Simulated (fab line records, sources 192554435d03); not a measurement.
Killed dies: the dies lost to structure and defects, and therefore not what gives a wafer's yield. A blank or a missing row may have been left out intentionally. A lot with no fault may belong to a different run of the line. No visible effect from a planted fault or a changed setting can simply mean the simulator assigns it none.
Problem report in the 8D (eight disciplines) form, filled by code ; flow n5 finfet ; the parts of the form that need people (team, actions taken, sign-off) are left out

== 1. THE ISSUE ==
etch rf on time s at N5_BEOL_M2_ETCH_77 reads a mean of 3.27 s on 6 wafers of 2 lots; wafers without a fault read 5.20 s with a standard deviation of 0.18. Relative to the usual mean, that is a shift of -11 standard deviations.
The step: etches underlayer in N2/H2, target depth 6.5 nm, time 5.2 s.
First seen on wafer L231.4, day 10 11:08, on rie diel-04. At this step, 27 wafers from 9 lots have a number in the record. The rule behind "out" and "out of limits": a value lying over 4 standard deviations away from the usual mean. All remaining wafers that have a number are taken as sound.

== 2. WHAT IT IS; WHAT IT IS NOT ==
question;is;is not
which readings at this step;etch rf on time s;drypump motor current A, rf vpp V, showerhead plenum p Torr
which lots;L231, L232;L215, L217, L219, L225, L230, L234, L236
which wafers of those lots;all that have a number;-
read on which tools;rie diel-04;rie diel-02, rie diel-06
when;from day 10 11:08;"up to then (15 sound wafers); but 6 sound wafers of L234, L236 came after"

== 3. THE SUSPECTS, EACH WITH WHAT RULES IT OUT ==
Counting: any tool at a process step up to the reading is kept as a suspect provided that every lot that is out went through it and no sound lot did after the first of them.
- rie diel-04 at N5_BEOL_M2_DESCUM_33 (chemistry O2, time 7 s): kept. It ran every lot that is out, first L231 (day 10 11:06), and no sound lot after that; its last sound lot up to then is L219 (day 7 17:34).
- rie diel-04 at N5_BEOL_M2_ETCH_77 (etches underlayer in N2/H2, target depth 6.5 nm, time 5.2 s): kept. It ran every lot that is out, first L231 (day 10 11:08), and no sound lot after that; its last sound lot up to then is L219 (day 7 17:36). Its own etch rf on time s readings are out on those wafers.
What counting leaves: rie diel-04 at N5_BEOL_M2_DESCUM_33 and rie diel-04 at N5_BEOL_M2_ETCH_77.

== 4. THE CAUSE (what the simulator had put in) ==
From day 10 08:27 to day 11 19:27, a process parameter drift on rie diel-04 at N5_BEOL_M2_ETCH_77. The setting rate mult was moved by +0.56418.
2 suspects survive the count, and this tool is in that group.

== 5. SEQUENCE OF EFFECTS, ordered by route ==
Each row: a reading whose mean over the struck wafers that have a number lies more than 3 standard deviations from the usual. Readings are gone through only where the record gives a usual standard deviation; hours: the median, over the lots, of the time from a lot's start at the first step in this table giving one to that lot's start at this step; sigmas: the change measured in usual standard deviations.
hours;step;reading;usual;on struck wafers;change;sigmas
0;N5_BEOL_M2_ETCH_77;etch rf on time s;5.20 s;3.27;-1.93;-11
Its process steps:
- N5_BEOL_M2_ETCH_77: etches underlayer in N2/H2, target depth 6.5 nm, time 5.2 s.
At these later measuring or inspecting steps, every struck wafer for which the step has a row has a number for every such reading, and none has moved that far: N5_BEOL_M4_RC_MEAS_101.

== 6. HOW IT WOULD HAVE BEEN CAUGHT EARLIER ==
3 hours passed between the start of the fault at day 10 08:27 and the first reading out of limits in this record, taken at day 10 11:08.
